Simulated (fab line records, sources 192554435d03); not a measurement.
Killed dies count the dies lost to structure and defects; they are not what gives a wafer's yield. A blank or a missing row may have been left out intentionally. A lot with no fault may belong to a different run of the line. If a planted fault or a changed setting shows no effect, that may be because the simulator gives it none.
Struck lot and sound lot, side by side || flow n5_finfet || 36 steps out of a route of 1938
Sound: these wafers, L385.1, L385.3, L385.5. Struck: wafer L371.2 (left out: L371.1, L371.6 of the same lot, which were not struck); the cause appears at the end.
Each step with rows lists, per side, the tool, then ch with its chambers, then its first start. Under that, the readings that differ: sound wafers || struck wafers || difference of the means || sigmas: that difference in standard deviations of wafers without a fault.
alike: same words and numbers on both sides, and readings whose means sit less than 2 such deviations apart. not compared: any withheld reading, any reading some wafer has no value for, any bound like >300 that may hide the same value, and any number with overlapping values for which the record gives no deviation.
Wherever a step has rows on one side only, a row that says differs or no value, or a row with sigmas, the two part there. Numbers that have no deviation but don't overlap get no sigmas and don't part them. Lack of a reading on every wafer of one side parts them only where that side has two or more wafers.

first, 8 steps without rows for these wafers: N5_BEOL_M4_SPUTTER_96 (material Cu, target thk 4.5 nm, time 8.29 s); N5_BEOL_M4_ECD_50 (material Cu, target thk 300 nm); N5_BEOL_M4_ANNEAL_51 (time 90 s); N5_BEOL_M4_CMP_52 (polishes, stops on SiOC, t overpolish 6.8 s, target thk 40 nm); N5_BEOL_M4_PRE_CLEAN_60 (time 15 s); N5_BEOL_M4_CO_CAP_55 (material Co, precursor CCTBA/H2, target thk 2 nm, time 102.1 s); N5_BEOL_M4_PRE_CLEAN_56 (time 15 s); N5_BEOL_M4_DEP_57 (deposits SiCN from 3MS/NH3, target thk 8 nm, time 14 s).
N5_BEOL_M5_ILD_DEP_00: deposits SiCOH lowk from DEMS/porogen, target thk 140.64 nm, time 25.9 s.
  sound on pecvd-01 ch 1,2, day 13 23:43; struck on pecvd-01 ch 2, day 10 02:11
{"reading": "model.SiCOH_lowk_of_BEOL_M5_ILD_DEP_00.thk_nm (nm)", "sound": "141.8 140.2 141.6", "struck": 124.2, "difference": -17.0, "sigmas": ""}
  alike: heater_power_outer_w, heater_power_w, showerhead_plenum_p_Torr, throttle_valve_pct
then, 1 step without rows for these wafers: N5_BEOL_M5_CURE_79 (cures SiCOH lowk, time 240 s).
N5_BEOL_M5_THK_MEAS_01:
  sound on film_metro-01, day 14 00:17; struck on film_metro-01, day 10 02:46
{"reading": "M5_ILD_THK (nm)", "sound": "122.1 120.5 121.9", "struck": 106.8, "difference": -14.7, "sigmas": -9}
then, 23 steps without rows for these wafers: N5_BEOL_M5_PECVD_70 (deposits SiO2 from TEOS/O2, target thk 16 nm, time 18 s); N5_BEOL_M5_HM_DEP_02 (deposits TiN, target thk 20 nm); N5_BEOL_M5_COAT_59 (time 60 s, resist thk 60 nm); N5_BEOL_M5_COAT_60 (time 60 s, resist thk 12 nm); N5_BEOL_M5_COAT_71 (time 60 s, resist thk 5 nm); N5_BEOL_M5_COAT_05 (resist thk 30 nm); N5_BEOL_M5_EBR_07; N5_BEOL_M5_SOFTBAKE_06 (time 60 s); N5_BEOL_M5_EXPOSE_08 (exposes mask M5, target cd 28 nm); N5_BEOL_M5_PEB_09 (peb time 60 s); N5_BEOL_M5_DEVELOP_10 (develop time 30 s); N5_BEOL_M5_DESCUM_16 (chemistry O2, time 7 s); N5_BEOL_M5_ETCH_72 (etches underlayer in N2/H2, target depth 6.5 nm, time 5.2 s); N5_BEOL_M5_ETCH_61 (etches SiARC in CF4, target depth 15.6 nm, time 26 s); N5_BEOL_M5_ETCH_62 (etches SOC in N2/H2, target depth 75 nm, overetch 15 nm, time 112.5 s); N5_BEOL_M5_STRIP_63 (strips in N2/H2); N5_BEOL_M5_STRIP_73 (strips in N2/H2); N5_BEOL_M5_STRIP_64 (strips in CF4); N5_BEOL_M5_HM_OPEN_17 (chemistry Cl2/BCl3, target TiN, target depth 20 nm, overetch 6 nm); N5_BEOL_M5_STRIP_19 (strips in O2); N5_BEOL_M5_COAT_65 (time 60 s, resist thk 60 nm); N5_BEOL_M5_COAT_66 (time 60 s, resist thk 12 nm); N5_BEOL_M5_COAT_74 (time 60 s, resist thk 5 nm).
N5_BEOL_M5_CMP_52: polishes, stops on SiCOH lowk, t overpolish 6.9 s, target thk 62 nm.
  sound on cmp-01 ch 1,3, day 14 10:42; struck on cmp-02 ch 3, day 10 11:57
{"reading": "model.SiCOH_lowk_of_BEOL_M5_ILD_DEP_00.thk_nm (nm)", "sound": "119 117.6 118.8", "struck": 103.8, "difference": -14.7, "sigmas": ""}
  alike: motor_current_A, platen_rpm, retaining_ring_pressure_frac, slurry_filter_dp_kPa
-- the record jumps here: 4 days lie between the struck wafers' starts before and after (it left off in module BEOL_M5 and takes up again in module PASSIVATION, whose first step shown is number 1936 of the route) --
N5_PASSIVATION_PROBE_49:
  the record has rows for the struck wafers here (prober-01, day 14 08:12) and none for the sound ones

## WHERE THEY PART
First at N5_BEOL_M5_THK_MEAS_01; last, within this record, at N5_PASSIVATION_PROBE_49.

WHY: whatever the simulator had introduced
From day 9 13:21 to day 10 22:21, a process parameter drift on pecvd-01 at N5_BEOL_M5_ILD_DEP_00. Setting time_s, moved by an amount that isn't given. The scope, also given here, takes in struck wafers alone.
